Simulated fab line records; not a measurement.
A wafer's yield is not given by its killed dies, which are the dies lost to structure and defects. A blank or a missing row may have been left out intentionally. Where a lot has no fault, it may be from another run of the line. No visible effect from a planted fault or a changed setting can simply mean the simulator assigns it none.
The tool behind it: which one? | flow nand-harc | 14 lots with 42 wafers sampled at 5 steps, on a route of 1159 steps

== WHAT THE GAUGES READ, wafer by wafer ==
No reading from a measuring or inspecting step in the record can be judged against a usual standard deviation.

== TOOL THAT RAN EACH LOT (tool first, then ch and the chambers of the sampled wafers, then the start) ==
lot  | NHARC_A_CONTACT_ETCH_134             | NHARC_A_CONTACT_ETCH_135             | NHARC_A_CONTACT_ETCH_98                       | NHARC_A_CONTACT_CVD_19        | NHARC_A_CONTACT_CMP_20
L549 | har-cap-etch-01 ch 0,1, day 17 06:25 | har-cap-etch-01 ch 0,1, day 17 06:37 | rie-diel-05 ch 2,3, day 17 11:39 or earlier   | cvd-w-01 ch 0,1, day 17 11:39 | cmp-04 ch 0,1, day 17 12:32
L548 | har-cap-etch-03 ch 0,1, day 17 07:57 | har-cap-etch-03 ch 0,1, day 17 08:08 | rie-diel-05 ch 0,1,2, day 17 12:31 or earlier | cvd-w-01 ch 0,1, day 17 12:31 | cmp-02 ch 0,1, day 17 13:17
L551 | har-cap-etch-01 ch 0,1, day 17 12:39 | har-cap-etch-01 ch 0,1, day 17 12:50 | rie-diel-08 ch 0,2,3, day 17 13:50            | cvd-w-02 ch 0,1, day 17 15:21 | cmp-02 ch 0,1,3, day 17 16:04
L553 | har-cap-etch-03 ch 0,1, day 17 20:15 | har-cap-etch-03 ch 0,1, day 17 20:26 | rie-diel-12 ch 0,2,3, day 17 22:55 or earlier | cvd-w-02 ch 0,1, day 17 22:55 | cmp-03 ch 0,1,2, day 17 23:37
L550 | har-cap-etch-02 ch 0,1, day 17 23:12 | har-cap-etch-02 ch 0,1, day 17 23:23 | rie-diel-05 ch 0,1,2, day 18 02:23 or earlier | cvd-w-02 ch 0,1, day 18 02:23 | cmp-03 ch 1,2,3, day 18 03:10
L555 | har-cap-etch-02 ch 0,1, day 18 17:01 | har-cap-etch-02 ch 0,1, day 18 17:16 | rie-diel-12 ch 0,1, day 18 21:49 or earlier   | cvd-w-01 ch 0,1, day 18 21:49 | cmp-02 ch 0,1,3, day 18 22:38
L556 | har-cap-etch-01 ch 1, day 19 07:26   | har-cap-etch-01 ch 1, day 19 07:38   | rie-diel-05 ch 0,3, day 19 08:40              | cvd-w-01 ch 0,1, day 19 10:10 | cmp-04 ch 0,2,3, day 19 11:07
L557 | har-cap-etch-01 ch 0,1, day 19 14:25 | har-cap-etch-01 ch 0,1, day 19 14:36 | rie-diel-12 ch 0,2,3, day 19 15:46            | cvd-w-02 ch 0,1, day 19 21:01 | cmp-02 ch 2,3, day 19 21:56
L561 | har-cap-etch-03 ch 1, day 20 01:11   | har-cap-etch-03 ch 1, day 20 01:22   | rie-diel-12 ch 2,3, day 20 04:01 or earlier   | cvd-w-01 ch 0,1, day 20 04:01 | cmp-02 ch 0,1, day 20 04:48
L566 | har-cap-etch-03 ch 0,1, day 21 17:52 | har-cap-etch-03 ch 0,1, day 21 18:08 | rie-diel-05 ch 0,3, day 21 20:38 or earlier   | cvd-w-01 ch 0,1, day 21 20:38 | cmp-04 ch 1,3, day 21 21:31
L567 | har-cap-etch-02 ch 0,1, day 21 18:46 | har-cap-etch-02 ch 0,1, day 21 18:56 | rie-diel-05 ch 0,1,3, day 21 21:37 or earlier | cvd-w-01 ch 0,1, day 21 21:37 | cmp-04 ch 0,1, day 21 22:16
L570 | har-cap-etch-02 ch 0,1, day 22 01:44 | har-cap-etch-02 ch 0,1, day 22 01:56 | rie-diel-12 ch 0,1,2, day 22 04:22 or earlier | cvd-w-02 ch 0,1, day 22 04:22 | cmp-02 ch 1,2,3, day 22 05:14
L569 | har-cap-etch-01 ch 0,1, day 22 04:03 | har-cap-etch-01 ch 0,1, day 22 04:14 | rie-diel-12 ch 0,1,2, day 22 07:07 or earlier | cvd-w-02 ch 0,1, day 22 07:07 | cmp-04 ch 0,2,3, day 22 07:43
L571 | har-cap-etch-01 ch 0,1, day 22 21:58 | har-cap-etch-01 ch 0,1, day 22 22:10 | rie-diel-05 ch 2,3, day 23 00:25 or earlier   | cvd-w-02 ch 0,1, day 23 00:25 | cmp-03 ch 0,2,3, day 23 01:20
- NHARC_A_CONTACT_ETCH_134: etches the open film in C4F8/O2/Ar, time 140 s, target depth 700 nm.
- NHARC_A_CONTACT_ETCH_135: etches the open film in C4F8/O2/Ar, time 132 s, target depth 1287 nm.
- NHARC_A_CONTACT_ETCH_98: etches the open film in C4F6/O2, target depth 20 nm, time 10 s.
- NHARC_A_CONTACT_CVD_19: deposits W, target thk 300 nm, time 802 s.
- NHARC_A_CONTACT_CMP_20: polishes, t overpolish 30 s, target thk 300 nm.

== WHAT THE TOOLS THEMSELVES READ (means of the sampled wafers that have a number; where no wafer has one, the mark that the record gives instead) ==
NHARC_A_CONTACT_ETCH_98.
lot  | tool        | drypump-motor-current-A (A) | oes-product-au (a.u.) | rf-vpp-V (V) | showerhead-plenum-p-Torr (Torr) | throttle-valve-pct (%)
L549 | rie-diel-05 | 5.3                         | 0.979                 | 547          | 3.93                            | 26.901
L548 | rie-diel-05 | 6.1                         | 0.945                 | 545          | 3.88                            | 26.903
L551 | rie-diel-08 | 6.0                         | 0.964                 | 547          | 3.91                            | 26.901
L553 | rie-diel-12 | 6.1                         | 0.958                 | 545          | 3.83                            | 26.900
L550 | rie-diel-05 | 6.1                         | 0.964                 | 545          | 3.87                            | 26.915
L555 | rie-diel-12 | 6.4                         | 0.937                 | 545          | 3.86                            | 26.904
L556 | rie-diel-05 | 5.2                         | 0.987                 | 543          | 3.75                            | 26.908
L557 | rie-diel-12 | 6.1                         | 0.968                 | 545          | 3.82                            | 26.899
L561 | rie-diel-12 | 6.0                         | 0.954                 | 543          | 3.75                            | 26.905
L566 | rie-diel-05 | 5.5                         | 0.930                 | 542          | 3.70                            | 26.905
L567 | rie-diel-05 | 5.5                         | 0.941                 | 543          | 3.73                            | 26.902
L570 | rie-diel-12 | 6.0                         | 0.948                 | 546          | 3.87                            | 26.911
L569 | rie-diel-12 | 6.0                         | 0.954                 | 546          | 3.87                            | 26.905
L571 | rie-diel-05 | 5.3                         | 1.003                 | 547          | 3.90                            | 26.895

NHARC_A_CONTACT_CVD_19.
lot  | tool     | chamber-pressure-Torr (Torr) | heater-power-outer-w (W) | heater-power-w (W) | throttle-valve-pct (%)
L549 | cvd-w-01 | 40.07                        | 277                      | 484                | 7.55
L548 | cvd-w-01 | 39.88                        | 278                      | 477                | 7.71
L551 | cvd-w-02 | 40.01                        | 246                      | 450                | 7.85
L553 | cvd-w-02 | 39.95                        | 249                      | 453                | 8.00
L550 | cvd-w-02 | 39.95                        | 247                      | 443                | 7.81
L555 | cvd-w-01 | 39.97                        | 283                      | 494                | 7.64
L556 | cvd-w-01 | 39.90                        | 269                      | 470                | 7.78
L557 | cvd-w-02 | 40.01                        | 246                      | 441                | 8.08
L561 | cvd-w-01 | 40.01                        | 270                      | 467                | 7.85
L566 | cvd-w-01 | -                            | -                        | -                  | -
L567 | cvd-w-01 | -                            | -                        | -                  | -
L570 | cvd-w-02 | 40.00                        | 245                      | 438                | 7.96
L569 | cvd-w-02 | 39.98                        | 243                      | 429                | 7.71
L571 | cvd-w-02 | 39.98                        | 250                      | 451                | 7.92

NHARC_A_CONTACT_CMP_20.
lot  | tool   | motor-current-A (A) | overpolish-run-s (s) | slurry-filter-dp-kPa (kPa) | time-to-endpoint-s (s)
L549 | cmp-04 | 11.9                | 29.999               | 13.42                      | 62
L548 | cmp-02 | 12.1                | 29.996               | 13.56                      | 58
L551 | cmp-02 | 12.9                | 30.002               | 13.66                      | 58
L553 | cmp-03 | 11.5                | 30.001               | 13.42                      | 59
L550 | cmp-03 | 13.1                | 29.995               | 13.51                      | 55
L555 | cmp-02 | 12.9                | 29.998               | 13.44                      | 57
L556 | cmp-04 | 12.7                | 29.997               | 13.52                      | 61
L557 | cmp-02 | 11.6                | 30.004               | 13.52                      | 57
L561 | cmp-02 | 12.3                | 30.002               | 13.43                      | 59
L566 | cmp-04 | 11.5                | 30.003               | 13.46                      | 2
L567 | cmp-04 | 12.2                | 30.002               | 13.46                      | 0
L570 | cmp-02 | 12.2                | 29.998               | 13.40                      | 60
L569 | cmp-04 | 12.8                | 30.004               | 13.55                      | 60
L571 | cmp-03 | 12.8                | 29.998               | 13.50                      | 58

== THE ANSWER, worked out from the rows above alone ==
Rule: the lots themselves supply what counts as usual. Put in order of their means at a reading, lots are off if they are a third of the lots or fewer, leave a main group of 4 or more, and stand apart from it by a gap of 3 or more times the standard deviation of the main group's means; of several such gaps the widest counts. The tables above print the reading to a certain number of digits; a main group whose means all agree to those digits is not used. Also off: a lot with no number at a reading for which 4 or more lots have one. Any other lot the step has rows for is counted as sound. After the gauges, taken in route order, come the tools' own readings; for these a lot's mean is taken, as printed above. The first step at which some lot is off is used, and at that step the reading that is off furthest; a lot without a number counts as furthest.
Off, at NHARC_A_CONTACT_CVD_19 on chamber-pressure-Torr: L566, L567. Without a number there: L566, L567. The main group: mean 39.98 Torr, standard deviation 0.049.
If a tool, at that step or one of the process steps before it, ran each lot that is off and ran no sound lot following the first of them, it fits. Because NHARC_A_CONTACT_ETCH_98 lacks a start for some lots, the hours and order of its lots are taken from NHARC_A_CONTACT_CVD_19. One candidate fits, namely cvd-w-01 at NHARC_A_CONTACT_CVD_19. Its last sound lot is L561 (day 20 04:01), its first lot that is off L566 (day 21 20:38): a fault that began between those two fits.
Blank at NHARC_A_CONTACT_CVD_19 on the lots that are off, where sound lots have numbers: chamber-pressure-Torr, heater-power-outer-w, heater-power-w, throttle-valve-pct.

== WHAT THE SIMULATOR PUT IN ==
Step skipped in full: cvd-w-01, at NHARC_A_CONTACT_CVD_19, from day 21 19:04 onward. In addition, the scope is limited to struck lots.
Lots struck among those shown: L566, L567. This agrees with what the rule above found.
